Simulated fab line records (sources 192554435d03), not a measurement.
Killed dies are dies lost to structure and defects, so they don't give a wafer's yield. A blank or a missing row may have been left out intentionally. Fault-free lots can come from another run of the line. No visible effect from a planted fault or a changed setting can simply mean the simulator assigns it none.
A single fault, viewed from 2 desks :: flow n5 finfet :: each desk holds nothing but its own numbers, with what lay behind them at the end

## TOOL OWNER'S DESK, rie diel-06
The tool's own readings at N5_HKMG_FIN_ETCH_86 (etches SOC in N2/H2, stops on TiN, target depth 393.2 nm): means of the sampled wafers that have a number, for each lot that ran on this tool. The brackets show how far a lot's mean lies from the usual mean; more than 4 standard deviations puts the lot out of limits, marked OUT. 7 of its 8 readings are shown: the first one out of limits and those lying furthest out on some lot.
Columns: A = chamber pressure mTorr at N5_HKMG_FIN_ETCH_86, usual 29.999 mTorr; B = drypump motor current A at N5_HKMG_FIN_ETCH_86, usual 5.6 A; C = n2 flow sccm at N5_HKMG_FIN_ETCH_86, usual 200.0 sccm; D = oes product au at N5_HKMG_FIN_ETCH_86, usual 0.80 a.u.; E = rf fwd power W at N5_HKMG_FIN_ETCH_86, usual 844.5 W; F = rf vpp V at N5_HKMG_FIN_ETCH_86, usual 240.8 V; G = throttle valve pct at N5_HKMG_FIN_ETCH_86, usual 17.73 %
lot: L285
first seen here: day 4 13:30
A: 29.990
B: 5.3
C: 199.5
D: 0.85
E: 845.4
F: 241.6
G: 17.59

lot: L286
first seen here: day 4 14:19
A: 29.982
B: 5.1
C: 200.0
D: 0.86
E: 843.7
F: 240.4
G: 17.65

lot: L289
first seen here: day 5 19:46
A: 29.993
B: 5.3
C: 200.4
D: 0.89
E: 845.5
F: 240.0
G: 17.71

lot: L295
first seen here: day 7 00:22
A: 30.015
B: 5.4
C: 200.2
D: 0.82
E: 912.4 (+24) OUT
F: 235.4
G: 17.64

lot: L306
first seen here: day 9 16:52
A: 29.985
B: 5.7
C: 199.8
D: 0.84
E: 842.4
F: 239.9
G: 17.70
This desk's finding: out of limits on L295; first on L295, day 7 00:22 (rf fwd power W at N5_HKMG_FIN_ETCH_86). L285, L286, L289, L306: within limits.

## FROM THE METROLOGY DESK
What the gauges read, lot by lot, whatever tool the lot ran on: means of the sampled wafers that have a number. The brackets show how far a lot's mean lies from the usual mean; more than 4 standard deviations puts the lot out of limits, marked OUT. 7 of its 10 readings are shown, namely those furthest out on some lot.
Columns: A = DIBL_N at N5_BEOL_M4_RC_MEAS_101, usual 36.4 mV/V; B = IOFF_N at N5_BEOL_M4_RC_MEAS_101, usual 0.16 nA/um; C = IOFF_P at N5_BEOL_M4_RC_MEAS_101, usual 0.21 nA/um; D = ION_N at N5_BEOL_M4_RC_MEAS_101, usual 677 uA/um; E = ION_P at N5_BEOL_M4_RC_MEAS_101, usual 464 uA/um; F = SS_P at N5_BEOL_M4_RC_MEAS_101, usual 73.3 mV/dec; G = VT_P at N5_BEOL_M4_RC_MEAS_101, usual -251 mV
lot: L285
first seen here: day 7 22:32
A: 40.0
B: 0.23
C: 0.31
D: 702
E: 482
F: 74.5
G: -245

lot: L287
first seen here: day 8 21:05
A: 37.0
B: 0.19
C: 0.30
D: 689
E: 482
F: 73.2
G: -241

lot: L286
first seen here: day 9 09:14
A: 36.9
B: 0.17
C: 0.22
D: 681
E: 471
F: 73.5
G: -249

lot: L289
first seen here: day 10 00:55
A: 34.4
B: 0.13
C: 0.16
D: 672
E: 459
F: 72.5
G: -254

lot: L292
first seen here: day 10 14:48
A: 37.2
B: 0.16
C: 0.22
D: 675
E: 461
F: 73.4
G: -251

lot: L291
first seen here: day 10 16:34
A: 34.0
B: 0.13
C: 0.18
D: 674
E: 465
F: 71.8
G: -252

lot: L295
first seen here: day 11 11:39
A: 35.8
B: 0.16
C: 0.24
D: 686
E: 477
F: 72.8
G: -248

lot: L305
first seen here: day 14 04:37
A: 37.0
B: 0.19
C: 0.23
D: 688
E: 469
F: 73.6
G: -251

lot: L306
first seen here: day 14 07:22
A: 39.2
B: 0.19
C: 0.21
D: 675
E: 457
F: 73.4
G: -254
Result from this desk: across the 9 lots, nothing is out of limits.

## ALL TOGETHER
An alarm could have come from the tool owner's desk at day 7 00:22, on L295.
At the metrology desk, nothing out of limits was observed.
The metrology desk has L295 on record, within its limits.
Every lot named ran N5_HKMG_FIN_ETCH_86 on rie diel-06.

## WHAT THE SIMULATOR PUT IN
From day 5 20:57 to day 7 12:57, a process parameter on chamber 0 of rie diel-06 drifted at N5_HKMG_FIN_ETCH_86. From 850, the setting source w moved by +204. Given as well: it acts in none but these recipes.
Shown lots that were struck: L295.
Hours from the fault's start to each desk's first reading out of limits: the tool owner's desk, 27.
